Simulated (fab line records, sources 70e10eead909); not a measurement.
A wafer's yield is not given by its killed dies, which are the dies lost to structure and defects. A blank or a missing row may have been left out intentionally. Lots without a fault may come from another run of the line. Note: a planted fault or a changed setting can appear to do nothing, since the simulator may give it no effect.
Which tool did it?	flow nand_harc	6 lots with 18 wafers sampled at 5 steps, on a route of 1302 steps

== WHAT THE GAUGES READ, wafer by wafer ==
NHARC_END_SORT_01.
lot	measured	on	killed_at_array
L218	day 28 06:05	prober-01	71 74 63
L221	day 28 23:59	prober-02	26 37
L227	day 32 05:50	prober-01	60 48 44

== WHICH TOOL RAN EACH LOT (tool, then ch and the chambers of the sampled wafers, then the start) ==
lot	NHARC_A_STAIRCASE_DESCUM_252	NHARC_A_STAIRCASE_ETCH_253	NHARC_A_STAIRCASE_HM_DEP_456	NHARC_A_STAIRCASE_DEP_280
L210	rie_diel-03 ch 0,2, day 16 15:54	rie_diel-03 ch 1,2, day 16 15:59	acl_dep-02 ch 0, day 16 18:58	pecvd-03 ch 0,2, day 17 02:42
L212	rie_diel-13 ch 0,2,3, day 17 10:13	rie_diel-13 ch 1,2,3, day 17 10:19	acl_dep-02 ch 0, day 17 13:31	pecvd-04 ch 1,2, day 17 21:24
L218	rie_diel-03 ch 0,1,3, day 19 18:34	rie_diel-03 ch 1,2, day 19 18:38	acl_dep-01 ch 0, day 19 23:17	pecvd-01 ch 1, day 20 07:56
L221	rie_diel-12 ch 0,1,3, day 20 23:07	rie_diel-12 ch 0,2,3, day 20 23:12	acl_dep-02 ch 0, day 21 00:24	pecvd-01 ch 0,1,2, day 21 09:54
L227	rie_diel-13 ch 0,1, day 24 04:31	rie_diel-13 ch 1,3, day 24 04:36	acl_dep-02 ch 0, day 24 10:31	pecvd-03 ch 1,2, day 24 18:07
L230	rie_diel-12 ch 0,1,3, day 25 13:02	rie_diel-12 ch 0,2, day 25 13:07	acl_dep-03 ch 0, day 25 15:01	pecvd-03 ch 0,1, day 26 00:52
- NHARC_A_STAIRCASE_DESCUM_252: chemistry O2, time 3 s.
- NHARC_A_STAIRCASE_ETCH_253: etches the open film in C4F8/O2, target depth 50 nm, time 20.2 s.
- NHARC_A_STAIRCASE_HM_DEP_456: deposits aC, target thk 3100 nm.
- NHARC_A_STAIRCASE_DEP_280: deposits SiON, target thk 30 nm.

== THE ANSWER, worked out from the rows above alone ==
Rule: the lots themselves supply what counts as usual. Put in order of their means at a reading, lots are off if they are a third of the lots or fewer, leave a main group of 4 or more, and stand apart from it by a gap of 3 or more times the standard deviation of the main group's means; of several such gaps the widest counts. Not used: any main group whose means are identical at the precision the tables above print for the reading. Also off: a lot with no number at a reading for which 4 or more lots have one. The other lots that the step has rows for count as sound.
No lot is off at any reading shown: from this, nothing can be told.

== WHAT THE SIMULATOR PUT IN ==
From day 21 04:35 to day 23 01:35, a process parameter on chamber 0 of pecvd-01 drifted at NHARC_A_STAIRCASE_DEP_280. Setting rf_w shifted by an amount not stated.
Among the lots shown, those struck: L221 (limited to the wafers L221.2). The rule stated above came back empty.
